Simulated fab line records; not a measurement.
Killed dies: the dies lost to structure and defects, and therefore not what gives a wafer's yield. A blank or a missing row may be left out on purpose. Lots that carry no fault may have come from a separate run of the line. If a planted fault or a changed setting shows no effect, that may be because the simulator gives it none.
fab line records | flow n5-finfet | part 1 of 2: steps 1 to 4 of 6
[record] lots = 22 wafers = 66 last-day = 17
route steps=1938 shown BEOL_M0_SAQP@633 BEOL_M0_CUTY@712 BEOL_M0@717
lots that met no fault: from a run of the same line without faults
start-h: the number of hours between the record's first day and the start of the first shown wafer of the lot | wait-h: how many hours have passed since the lot's step before this one | " same as the row above | L1.1+2: one row covering several wafers at once | - no value, or no start given | * or withheld: withheld | < > ~ a bound
route shown NAME@n: a module of which the file shows steps, and the number in the route of the first | usual: the fault-free wafers' mean and standard deviation | same: alike in all rows | chamber/n: place in a boat | sites: readings site by site | _std_site: how widely they spread, as a standard deviation | _edge_site: inner sites' mean taken away from outer sites' mean | radius-mm: how far each site lies from the wafer's centre | mask NAME#n: copy n | behind: the last tool/chamber to shape the wafer | hold: reason for holding the lot/hours on hold/outcome of the hold | device: transistor that didn't switch, given as n, p or np | end of line: tests of these same wafers at the route's end | step lacking rows: just its recipe | killed: at the first sort, the dies lost to defects and structure; wafer yield is something else | map: shows each die of a wafer: x if killed, . if not, _ if none is there
set.NAME: the setting the step ran with; set.NAME@STEP: the setting that earlier step ran with | model.NAME: the simulator's own value behind a step, which no gauge read
route steps across a sampled set of lots; one table per step, one row per wafer
services: when a tool's chamber went out of use (start-h, in hours from the record's first day, below 0 if earlier), for how many hours, and the reason
[[steps]]
[step N5_BEOL_M0_SAQP_ILD_DEP_01]
[recipe] material = SiOC target-thk-a = 454.19 temp-c = 350 precursor = DEMS/O2 pressure-torr = 5 rf-w = 500 time-s = 8.7
[usual] heater-power-w = 502/49 showerhead-plenum-p-Torr = 5.686/0.013 susceptor-temp-C = 350.02/0.21 throttle-valve-pct = 11.9/0.66
// columns lot.wafer tool chamber start-h wait-h heater-power-w showerhead-plenum-p-Torr susceptor-temp-C throttle-valve-pct
L074.1 pecvd-03 2 108.82 0.0 421 5.660 350.22 11.9
L074.2 " 0 " " 595 5.709 350.26 11.7
L074.3 " 1 " " 556 5.704 349.84 12.8
L075.2 pecvd-02 1 112.95 0.0 488 5.682 350.03 12.6
L075.3 " 2 " " 509 5.686 349.87 10.8
L075.6 " 2 " " 501 5.655 349.92 10.6
L076.2 pecvd-04 0 122.89 0.0 456 5.700 349.94 12.7
L076.5 " 1 " " 525 5.666 349.93 12.0
L076.6 " 0 " " 459 5.687 349.83 12.6
L078.2 pecvd-04 2 129.66 0.0 511 5.702 349.60 11.6
L078.4 " 0 " " 505 5.691 350.15 12.9
L078.6 " 2 " " 507 5.700 349.38 12.1
L079.1 pecvd-02 2 134.34 0.0 452 5.665 349.81 10.7
L079.2 " 0 " " 492 5.707 350.00 11.3
L079.4 " 2 " " 453 5.673 349.96 10.7
L080.2 pecvd-03 0 140.11 0.0 515 5.710 350.34 11.6
L080.3 " 2 " " 516 5.682 349.92 11.7
L080.6 " 2 " " 512 5.668 350.28 11.9
L081.1 pecvd-04 0 147.53 0.0 494 5.683 349.97 12.9
L081.3 " 2 " " 415 5.692 350.18 11.8
L081.6 " 0 " " 509 5.682 350.41 13.2
L082.2 pecvd-02 0 155.45 0.0 489 5.670 349.80 11.3
L082.3 " 2 " " 467 5.669 350.36 10.7
L082.6 " 0 " " 496 5.692 350.28 11.4
L083.3 pecvd-02 1 162.48 0.0 585 5.690 349.98 12.1
L083.4 " 1 " " 598 5.696 350.17 12.3
L083.5 " 0 " " 556 5.685 350.07 11.4
L084.1 pecvd-02 0 166.66 0.0 527 5.691 350.01 11.0
L084.2 " 2 " " 480 5.675 350.03 10.7
L084.4 " 2 " " 487 5.676 349.78 10.8
L086.2 pecvd-04 0 173.99 0.0 452 5.699 349.90 12.7
L086.3 " 1 " " 526 5.679 350.14 11.7
L086.4 " 1 " " 514 5.682 350.12 12.1
L085.1 pecvd-03 0 177.34 0.0 557 5.718 350.19 11.7
L085.4 " 1 " " 546 5.695 349.90 12.4
L085.5 " 0 " " 550 5.710 350.10 11.6
L087.4 pecvd-02 2 187.18 0.0 460 5.687 349.67 10.8
L087.5 " 1 " " 558 5.678 350.27 12.1
L087.6 " 0 " " 530 5.679 350.25 11.6
L088.2 pecvd-04 1 190.16 0.0 467 5.689 350.29 12.0
L088.4 " 2 " " 491 5.672 350.48 12.0
L088.6 " 0 " " 468 5.685 350.06 12.7
L089.2 pecvd-03 0 197.07 0.0 588 5.708 349.72 11.5
L089.3 " 2 " " 465 5.666 349.89 12.0
L089.6 " 1 " " 486 5.701 349.94 12.8
L090.4 pecvd-02 2 205.36 0.0 442 5.665 350.00 10.5
L090.5 " 0 " " 559 5.687 350.03 11.6
L090.6 " 2 " " 428 5.672 350.10 11.1
L091.1 pecvd-04 1 209.26 0.0 516 5.675 350.18 12.2
L091.4 " 2 " " 477 5.697 350.02 11.9
L091.5 " 1 " " 524 5.680 350.02 12.2
L092.1 pecvd-03 1 214.38 0.0 540 5.687 350.28 12.6
L092.2 " 2 " " 474 5.694 349.95 11.9
L092.4 " 2 " " 480 5.669 349.91 12.1
L093.1 pecvd-04 1 221.10 0.0 473 5.685 350.32 12.1
L093.3 " 0 " " 490 5.697 350.16 12.9
L093.4 " 1 " " 469 5.680 349.55 11.8
L094.4 pecvd-02 0 225.31 0.0 499 5.691 350.19 11.5
L094.5 " 2 " " 406 5.683 349.75 11.0
L094.6 " 1 " " 610 5.674 350.01 12.3
L095.2 pecvd-02 1 233.16 0.0 522 5.675 350.12 12.3
L095.3 " 2 " " 403 5.667 349.79 10.9
L095.5 " 2 " " 406 5.679 349.67 10.8
L097.3 pecvd-02 0 244.34 0.0 557 5.679 350.41 11.3
L097.4 " 2 " " 404 5.675 349.55 10.9
L097.6 " 0 " " 560 5.690 350.16 11.4
[step N5_BEOL_M0_SAQP_STRIP_86]
[recipe] chemistry = N2/H2 power-w = 500 temp-c = 40 pressure-mtorr = 50 rf-frequency-hz = 6e+07 overash-fraction = 0.3 bias-power-w = 28 h2-frac = 0.5 n2-flow-sccm = 300 h2-flow-sccm = 300
[usual] drypump-motor-current-A = 5.7/0.3 oes-product-au = 0.77/0.078 rf-vpp-V = 121.7/1.5 showerhead-plenum-p-Torr = 3.37/0.1 throttle-valve-pct = 19.11/0.24
// columns lot.wafer tool chamber start-h wait-h drypump-motor-current-A oes-product-au rf-hours-counter-h rf-vpp-V showerhead-plenum-p-Torr throttle-valve-pct
L074.1 rie-diel-03 0 112.95 0.1 5.4 0.73 174 121.1 3.35 19.35
L074.2 " 3 " " 5.3 0.77 153 124.0 3.36 19.37
L074.3 " 1 " " 6.2 0.73 166 120.4 3.22 19.20
L075.2 rie-diel-03 3 116.37 0.1 5.3 0.76 154 120.7 3.36 19.39
L075.3 " 0 " " 5.4 0.73 175 120.0 3.35 19.36
L075.6 " 3 " " 5.2 0.76 - 123.0 3.36 19.40
L076.2 rie-diel-06 0 124.88 0.2 5.8 0.74 134 122.7 3.34 19.15
L076.5 " 0 " " 5.9 0.74 - 122.9 3.34 19.18
L076.6 " 3 " " 5.8 0.93 - 124.4 3.43 19.03
L078.2 rie-diel-05 2 135.49 0.2 5.6 0.86 44 122.3 3.41 18.75
L078.4 " 0 " " 5.9 0.78 - 120.2 3.23 18.70
L078.6 " 2 " " 5.6 0.88 - 123.3 3.41 18.76
L079.1 rie-diel-03 0 136.71 0.1 5.4 0.72 182 120.2 3.35 19.39
L079.2 " 3 " " 5.2 0.76 162 123.9 3.36 19.40
L079.4 " 0 " " 5.4 0.72 - 122.5 3.35 19.36
L080.2 rie-diel-06 3 141.31 0.1 5.8 0.93 27 119.0 3.43 19.04
L080.3 " 0 " " 5.8 0.73 141 123.6 3.34 19.18
L080.6 " 0 " " 5.8 0.74 - 122.6 3.34 19.18
L081.1 rie-diel-06 0 149.53 0.1 5.8 0.73 144 122.5 3.34 19.17
L081.3 " 3 " " 5.8 0.92 29 120.3 3.43 19.01
L081.6 " 2 " " 5.5 0.71 - 121.7 3.35 19.10
L082.2 rie-diel-03 0 157.82 0.1 5.4 0.72 192 122.3 3.34 19.37
L082.3 " 1 " " 6.3 0.71 184 122.0 3.21 19.24
L082.6 " 3 " " 5.3 0.74 - 120.6 3.35 19.41
L083.3 rie-diel-03 2 164.67 0.1 5.5 0.95 1 122.0 3.58 18.54
L083.4 " 1 " " 6.2 0.70 186 121.9 3.21 19.23
L083.5 " 1 " " 6.2 0.71 - 120.3 3.21 19.24
L084.1 rie-diel-05 3 168.50 0.1 6.1 0.94 9 121.9 3.57 19.14
L084.2 " 0 " " 5.8 0.76 141 122.3 3.22 18.70
L084.4 " 1 " " 5.8 0.74 157 122.1 3.34 18.85
L086.2 rie-diel-05 3 176.29 0.1 6.1 0.93 11 120.9 3.57 19.13
L086.3 " 0 " " 5.8 0.77 144 121.1 3.22 18.70
L086.4 " 2 " " 5.6 0.85 54 121.0 3.41 18.76
L085.1 rie-diel-06 3 180.20 0.1 5.8 0.90 38 122.9 3.42 19.04
L085.4 " 0 " " 5.8 0.73 152 121.7 3.33 19.17
L085.5 " 3 " " 5.8 0.91 - 122.5 3.42 19.01
L087.4 rie-diel-03 1 189.44 0.1 6.3 0.70 194 121.0 3.21 19.22
L087.5 " 1 " " 6.3 0.71 - 120.2 3.21 19.27
L087.6 " 0 " " 5.4 0.72 - 123.7 3.34 19.41
L088.2 rie-diel-06 2 192.78 0.1 5.5 0.70 212 120.1 3.34 19.13
L088.4 " 0 " " 5.9 0.73 155 121.7 3.33 19.20
L088.6 " 2 " " 5.5 0.70 - 119.8 3.34 19.10
L089.2 rie-diel-06 0 199.95 0.2 5.8 0.72 157 122.7 3.33 19.19
L089.3 " 3 " " 5.8 0.90 43 121.3 3.42 19.05
L089.6 " 0 " " 5.9 0.74 - 121.9 3.33 19.21
L090.4 rie-diel-03 3 209.58 0.1 5.3 0.73 187 121.3 3.34 19.45
L090.5 " 0 " " 5.4 0.70 - 121.1 3.33 19.40
L090.6 " 3 " " 5.3 0.73 - 123.4 3.34 19.43
L091.1 rie-diel-03 1 212.86 0.1 6.2 0.70 201 123.4 3.20 19.25
L091.4 " 3 " " 5.3 0.74 188 120.3 3.34 19.45
L091.5 " 0 " " 5.4 0.73 - 119.9 3.33 19.41
L092.1 rie-diel-05 1 215.79 0.1 5.7 0.72 172 120.3 3.33 18.88
L092.2 " 3 " " 6.1 0.89 24 121.8 3.56 19.15
L092.4 " 3 " " 6.1 0.90 - 124.1 3.56 19.17
L093.1 rie-diel-03 3 224.83 0.3 5.3 0.73 193 120.6 3.34 19.46
L093.3 " 1 " " 6.2 0.70 205 119.9 3.20 19.27
L093.4 " 0 " " 5.4 0.70 - 122.5 3.33 19.43
L094.4 rie-diel-06 3 227.57 0.1 5.8 0.89 52 121.8 3.42 19.08
L094.5 " 3 " " 5.8 0.89 - 123.4 3.42 19.06
L094.6 " 0 " " 5.8 0.72 - 121.8 3.33 19.20
L095.2 rie-diel-06 2 235.06 0.1 5.5 0.68 225 119.1 3.34 19.14
L095.3 " 3 " " 5.8 0.88 54 122.6 3.41 19.05
L095.5 " 1 " " 5.9 0.72 - 121.3 3.49 19.10
L097.3 rie-diel-05 1 246.24 0.1 5.8 0.72 185 119.1 3.32 18.87
L097.4 " 2 " " 5.6 0.82 67 124.1 3.40 18.79
L097.6 " 3 " " 6.1 0.88 - 122.0 3.56 19.17
[step N5_BEOL_M0_SAQP_OVL_MEAS_41]
[recipe] points-per-wafer = 522
[usual] M0_CUT1_OVL = 0.9/0.7
// columns lot.wafer tool chamber start-h wait-h M0_CUT1_OVL[nm]
L074.1 overlay-01 0 116.75 0.0 1.6
L074.2 " 0 " " 0.8
L074.3 " 0 " " 1.7
L075.2 overlay-02 0 119.94 0.0 0.4
L075.3 " 0 " " -0.6
L075.6 " 0 " " 0.2
L076.2 overlay-01 0 128.34 0.0 1.8
L076.5 " 0 " " 1.7
L076.6 " 0 " " 1.9
L078.2 overlay-02 0 139.03 0.0 1.4
L078.4 " 0 " " 0.3
L078.6 " 0 " " 0.3
L079.1 overlay-02 0 140.17 0.0 0.0
L079.2 " 0 " " -0.4
L079.4 " 0 " " 0.3
L080.2 overlay-02 0 144.98 0.0 0.2
L080.3 " 0 " " 0.2
L080.6 " 0 " " 0.0
L081.1 overlay-02 0 152.97 0.0 1.0
L081.3 " 0 " " 1.2
L081.6 " 0 " " 0.8
L082.2 overlay-01 0 161.32 0.0 1.0
L082.3 " 0 " " 0.6
L082.6 " 0 " " 0.7
L083.3 overlay-01 0 168.93 0.0 1.3
L083.4 " 0 " " 1.7
L083.5 " 0 " " 2.3
L084.1 overlay-01 0 172.02 0.0 1.9
L084.2 " 0 " " 1.2
L084.4 " 0 " " 0.8
L086.2 overlay-01 0 181.42 0.0 1.4
L086.3 " 0 " " 1.9
L086.4 " 0 " " 1.3
L085.1 overlay-01 0 188.78 0.0 2.2
L085.4 " 0 " " 1.6
L085.5 " 0 " " 1.9
L087.4 overlay-01 0 193.83 0.0 0.7
L087.5 " 0 " " 1.1
L087.6 " 0 " " 0.9
L088.2 overlay-02 0 196.50 0.0 1.3
L088.4 " 0 " " 0.9
L088.6 " 0 " " 1.0
L089.2 overlay-02 0 204.90 0.0 -0.3
L089.3 " 0 " " -0.4
L089.6 " 0 " " 0.2
L090.4 overlay-02 0 213.34 0.0 0.9
L090.5 " 0 " " -0.1
L090.6 " 0 " " 0.4
L091.1 overlay-02 0 218.11 0.0 0.3
L091.4 " 0 " " -0.3
L091.5 " 0 " " -0.2
L092.1 overlay-02 0 220.15 0.0 1.2
L092.2 " 0 " " 1.2
L092.4 " 0 " " 1.1
L093.1 overlay-02 0 228.32 0.0 1.4
L093.3 " 0 " " -0.5
L093.4 " 0 " " 1.3
L094.4 overlay-02 0 231.18 0.0 0.7
L094.5 " 0 " " -0.3
L094.6 " 0 " " 0.1
L095.2 overlay-02 0 238.40 0.0 1.0
L095.3 " 0 " " 1.3
L095.5 " 0 " " 1.7
L097.3 overlay-02 0 250.14 0.0 0.5
L097.4 " 0 " " 1.2
L097.6 " 0 " " 1.2
[step N5_BEOL_M0_CUTY_ETCH_62]
[recipe] chemistry = CF4 target = SiARC mask-material = CAR-ArF-block time-s = 58.5 ion-energy-ev = 80 pressure-mtorr = 40 source-w = 545 bias-w = 36 Ar_flow_sccm = 100 cf4-flow-sccm = 100 ends = cleared
[usual] cf4-flow-sccm = 100.02/0.27 drypump-motor-current-A = 5.9/0.35 etch-rf-on-time-s = 58.7/1.6 oes-product-au = 0.68/0.088 rf-vpp-V = 184.1/1.1 showerhead-plenum-p-Torr = 2.15/0.056 throttle-valve-pct = 15.69/0.29
// columns lot.wafer tool chamber start-h wait-h cf4-flow-sccm drypump-motor-current-A etch-rf-on-time-s oes-product-au rf-hours-counter-h rf-vpp-V showerhead-plenum-p-Torr throttle-valve-pct
L074.1 rie-diel-04 0 118.60 0.0 99.75 5.9 56.6 0.84 4 183.2 2.18 14.99
L074.2 " 1 " " 100.03 6.6 59.1 0.73 48 182.0 2.08 15.46
L074.3 " 3 " " 99.54 5.2 59.2 0.61 217 183.0 2.12 16.03
L075.2 rie-diel-01 2 122.64 0.0 99.93 6.5 59.3 0.60 232 183.2 2.20 15.70
L075.3 " 3 " " 99.98 5.6 56.8 0.71 99 184.3 2.17 15.88
L075.6 " 3 " " 99.86 5.6 57.1 0.70 - 183.8 2.17 15.89
L076.2 rie-diel-02 3 131.46 0.0 100.21 5.6 59.5 0.61 199 183.9 2.21 15.70
L076.5 " 2 " " 99.96 6.0 58.4 0.69 - 184.6 2.17 15.36
L076.6 " 1 " " 99.85 6.3 57.0 0.78 - 185.6 2.19 15.61
L078.2 rie-diel-01 1 141.12 0.0 100.35 5.8 58.2 0.88 0 185.0 2.19 15.36
L078.4 " 2 " " 100.13 6.4 59.9 0.59 244 185.2 2.20 15.75
L078.6 " 3 " " 99.68 5.6 57.0 0.70 - 184.9 2.17 15.90
L079.1 rie-diel-01 1 142.12 0.0 99.72 5.8 57.4 0.87 0 184.6 2.19 15.35
L079.2 " 2 " " 100.02 6.4 59.3 0.59 244 184.9 2.20 15.74
L079.4 " 0 " " 100.29 5.9 60.9 0.61 200 182.8 2.04 15.96
L080.2 rie-diel-01 2 146.50 0.0 100.15 6.5 59.8 0.58 246 184.3 2.19 15.75
L080.3 " 1 " " 99.68 5.8 58.1 0.85 2 183.9 2.19 15.36
L080.6 " 0 " " 99.88 5.9 61.8 0.60 - 184.4 2.04 15.97
L081.1 rie-diel-01 0 156.23 0.0 100.27 5.9 61.5 0.60 206 183.4 2.04 15.98
L081.3 " 1 " " 100.35 5.8 58.1 0.83 6 183.0 2.19 15.37
L081.6 " 1 " " 100.29 5.8 58.0 0.84 - 183.5 2.19 15.37
L082.2 rie-diel-01 1 162.97 0.0 100.23 5.8 57.5 0.83 9 185.3 2.19 15.37
L082.3 " 0 " " 100.16 5.9 60.8 0.60 209 182.3 2.04 15.98
L082.6 " 3 " " 99.83 5.6 56.4 0.69 - 184.6 2.16 15.92
L083.3 rie-diel-01 0 170.40 0.0 99.43 5.9 61.6 0.60 212 182.2 2.04 15.99
L083.4 " 2 " " 99.95 6.5 59.3 0.84 1 184.4 2.19 15.28
L083.5 " 2 " " 99.90 6.4 58.8 0.85 - 183.6 2.19 15.28
L084.1 rie-diel-04 2 173.83 0.0 100.15 5.4 60.3 0.57 233 184.6 2.21 15.97
L084.2 " 0 " " 100.40 5.9 57.1 0.79 17 184.4 2.18 15.02
L084.4 " 3 " " 100.28 5.2 61.0 0.60 231 184.8 2.11 16.04
L086.2 rie-diel-02 0 182.97 0.0 99.76 5.9 58.0 0.64 164 182.1 2.12 15.73
L086.3 " 3 " " 99.51 5.6 59.8 0.61 218 184.6 2.21 15.75
L086.4 " 3 " " 99.55 5.6 59.2 0.60 - 186.3 2.21 15.75
L085.1 rie-diel-01 1 190.55 0.0 100.47 5.8 57.8 0.81 19 184.8 2.18 15.40
L085.4 " 3 " " 100.11 5.6 56.4 0.68 131 185.0 2.16 15.97
L085.5 " 2 " " 99.96 6.4 58.1 0.83 - 185.3 2.19 15.29
L087.4 rie-diel-02 2 195.58 0.0 99.66 6.0 58.2 0.68 104 184.7 2.17 15.39
L087.5 " 2 " " 100.22 6.0 58.5 0.67 - 184.5 2.17 15.41
L087.6 " 1 " " 100.08 6.3 57.6 0.74 - 185.4 2.18 15.65
L088.2 rie-diel-02 2 198.14 0.0 100.51 6.0 59.3 0.67 105 184.7 2.17 15.40
L088.4 " 3 " " 100.51 5.6 59.8 0.60 - 185.7 2.21 15.76
L088.6 " 1 " " 100.37 6.3 57.7 0.73 - 185.6 2.18 15.64
L089.2 rie-diel-01 3 206.39 0.0 99.91 5.6 56.8 0.67 136 184.7 2.16 15.97
L089.3 " 0 " " 99.87 5.9 61.2 0.59 224 182.9 2.03 16.02
L089.6 " 0 " " 100.31 5.9 60.9 0.60 - 180.9 2.03 16.02
L090.4 rie-diel-04 0 215.15 0.0 99.95 5.9 56.9 0.77 32 185.1 2.17 15.06
L090.5 " 0 " " 99.93 5.9 56.8 0.77 - 183.7 2.17 15.06
L090.6 " 3 " " 99.96 5.2 60.4 0.58 - 184.9 2.11 16.09
L091.1 rie-diel-04 0 219.99 0.0 100.04 5.9 57.0 0.76 34 184.7 2.17 15.05
L091.4 " 2 " " 99.41 5.4 59.9 0.56 250 183.6 2.21 16.00
L091.5 " 3 " " 99.79 5.2 60.0 0.59 - 183.3 2.11 16.08
L092.1 rie-diel-01 1 221.62 0.0 99.97 5.8 57.8 0.79 30 184.9 2.18 15.40
L092.2 " 2 " " 99.93 6.5 58.5 0.79 18 185.0 2.19 15.31
L092.4 " 3 " " 100.26 5.6 56.4 0.68 141 184.8 2.16 15.97
L093.1 rie-diel-02 3 229.76 0.0 99.80 5.6 59.5 0.60 235 183.1 2.20 15.78
L093.3 " 2 " " 99.74 6.0 59.1 0.65 116 183.3 2.16 15.44
L093.4 " 1 " " 100.05 6.3 57.5 0.72 53 183.8 2.18 15.68
L094.4 rie-diel-01 2 233.26 0.0 100.06 6.4 57.8 0.78 22 184.4 2.19 15.32
L094.5 " 1 " " 100.36 5.8 57.5 0.77 - 184.7 2.18 15.42
L094.6 " 2 " " 100.03 6.5 57.8 0.79 - 185.9 2.19 15.32
L095.2 rie-diel-02 0 240.08 0.0 100.62 5.9 57.3 0.63 184 185.1 2.11 15.75
L095.3 " 3 " " 99.97 5.6 59.1 0.59 239 184.1 2.20 15.80
L095.5 " 0 " " 100.39 5.9 57.7 0.63 - 184.7 2.11 15.75
L097.3 rie-diel-01 1 252.37 0.0 99.82 5.8 57.6 0.77 42 184.6 2.18 15.44
L097.4 " 2 " " 100.32 6.5 57.5 0.78 29 184.4 2.18 15.34
L097.6 " 3 " " 99.79 5.6 56.8 0.67 - 183.6 2.15 15.97
